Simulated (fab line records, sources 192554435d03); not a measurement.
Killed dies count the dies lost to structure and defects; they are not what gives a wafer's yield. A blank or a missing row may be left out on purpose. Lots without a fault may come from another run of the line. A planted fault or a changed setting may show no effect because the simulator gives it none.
Chamber matching :: flow n5-finfet :: 4 sister chambers for N5_BEOL_M4_STRIP_36 on rie-diel-04
The step strips in N2/H2. 16 wafers are shown with their chamber, then 8 later ones without.

## WAFERS PAIRED WITH THEIR CHAMBERS
wafer: L074.1
chamber: 0
drypump-motor-current-A (A): 4.8
showerhead-plenum-p-Torr (Torr): 2.54
oes-product-au (a.u.): 0.84

wafer: L074.2
chamber: 3
drypump-motor-current-A (A): 6.3
showerhead-plenum-p-Torr (Torr): 2.62
oes-product-au (a.u.): 0.69

wafer: L074.4
chamber: 2
drypump-motor-current-A (A): 5.5
showerhead-plenum-p-Torr (Torr): 2.50
oes-product-au (a.u.): 0.89

wafer: L079.2
chamber: 0
drypump-motor-current-A (A): 4.8
showerhead-plenum-p-Torr (Torr): 2.53
oes-product-au (a.u.): 0.84

wafer: L079.3
chamber: 2
drypump-motor-current-A (A): 5.5
showerhead-plenum-p-Torr (Torr): 2.50
oes-product-au (a.u.): 0.91

wafer: L079.6
chamber: 0
drypump-motor-current-A (A): 4.8
showerhead-plenum-p-Torr (Torr): 2.53
oes-product-au (a.u.): 0.83

wafer: L080.2
chamber: 1
drypump-motor-current-A (A): 5.2
showerhead-plenum-p-Torr (Torr): 2.51
oes-product-au (a.u.): 0.85

wafer: L080.3
chamber: 3
drypump-motor-current-A (A): 6.3
showerhead-plenum-p-Torr (Torr): 2.62
oes-product-au (a.u.): 0.69

wafer: L080.6
chamber: 0
drypump-motor-current-A (A): 4.8
showerhead-plenum-p-Torr (Torr): 2.53
oes-product-au (a.u.): 0.83

wafer: L081.2
chamber: 3
drypump-motor-current-A (A): 6.2
showerhead-plenum-p-Torr (Torr): 2.62
oes-product-au (a.u.): 0.68

wafer: L081.5
chamber: 3
drypump-motor-current-A (A): 6.3
showerhead-plenum-p-Torr (Torr): 2.62
oes-product-au (a.u.): 0.69

wafer: L081.6
chamber: 2
drypump-motor-current-A (A): 5.5
showerhead-plenum-p-Torr (Torr): 2.50
oes-product-au (a.u.): 0.90

wafer: L083.1
chamber: 3
drypump-motor-current-A (A): 6.3
showerhead-plenum-p-Torr (Torr): 2.62
oes-product-au (a.u.): 0.70

wafer: L083.2
chamber: 1
drypump-motor-current-A (A): 5.3
showerhead-plenum-p-Torr (Torr): 2.50
oes-product-au (a.u.): 0.84

wafer: L083.4
chamber: 1
drypump-motor-current-A (A): 5.3
showerhead-plenum-p-Torr (Torr): 2.50
oes-product-au (a.u.): 0.84

wafer: L086.2
chamber: 2
drypump-motor-current-A (A): 5.5
showerhead-plenum-p-Torr (Torr): 2.49
oes-product-au (a.u.): 0.86

SIGNATURES (means of the wafers above)
reading: drypump-motor-current-A
chamber 0: 4.800
chamber 1: 5.267
chamber 2: 5.500
chamber 3: 6.280
scatter within a chamber: 0.035

reading: showerhead-plenum-p-Torr
chamber 0: 2.5325
chamber 1: 2.5033
chamber 2: 2.4975
chamber 3: 2.6200
scatter within a chamber: 0.00425

reading: oes-product-au
chamber 0: 0.8350
chamber 1: 0.8433
chamber 2: 0.8900
chamber 3: 0.6900
scatter within a chamber: 0.0121
Rule: for each reading, subtract the chamber's mean from the wafer's reading, divide by that reading's scatter and square the result; add these up over the readings and take the root, which gives the wafer's distance from the chamber. If the next closest chamber is less than 2 further off than the closest, the wafer can't be placed; otherwise it belongs to the closest. How the scatter is found: for the shown wafers, subtract from each reading the mean of its chamber, square and add these, divide the total by (wafers less chambers), then take the root.

## WAFERS WITHOUT THEIR CHAMBER
wafer: L086.4
drypump-motor-current-A (A): 4.8
showerhead-plenum-p-Torr (Torr): 2.52
oes-product-au (a.u.): 0.80

wafer: L086.6
drypump-motor-current-A (A): 5.3
showerhead-plenum-p-Torr (Torr): 2.50
oes-product-au (a.u.): 0.82

wafer: L096.4
drypump-motor-current-A (A): 6.3
showerhead-plenum-p-Torr (Torr): 2.60
oes-product-au (a.u.): 0.91

wafer: L096.5
drypump-motor-current-A (A): 6.3
showerhead-plenum-p-Torr (Torr): 2.61
oes-product-au (a.u.): 0.91

wafer: L096.6
drypump-motor-current-A (A): 4.8
showerhead-plenum-p-Torr (Torr): 2.52
oes-product-au (a.u.): 0.80

wafer: L097.1
drypump-motor-current-A (A): 4.8
showerhead-plenum-p-Torr (Torr): 2.52
oes-product-au (a.u.): 0.79

wafer: L097.4
drypump-motor-current-A (A): 5.3
showerhead-plenum-p-Torr (Torr): 2.49
oes-product-au (a.u.): 0.80

wafer: L097.5
drypump-motor-current-A (A): 6.3
showerhead-plenum-p-Torr (Torr): 2.60
oes-product-au (a.u.): 0.92

## THE CHAMBER EACH PASSED THROUGH
wafer: L086.4
from the rows above: 0
in truth: 0

wafer: L086.6
from the rows above: 1
in truth: 1

wafer: L096.4
from the rows above: 3
in truth: 3

wafer: L096.5
from the rows above: 3
in truth: 3

wafer: L096.6
from the rows above: 0
in truth: 0

wafer: L097.1
from the rows above: 0
in truth: 0

wafer: L097.4
from the rows above: 1
in truth: 1

wafer: L097.5
from the rows above: 3
in truth: 3
Correctly placed: 8 of 8. From these rows, 0 cannot be placed. Placed wrongly: 0.
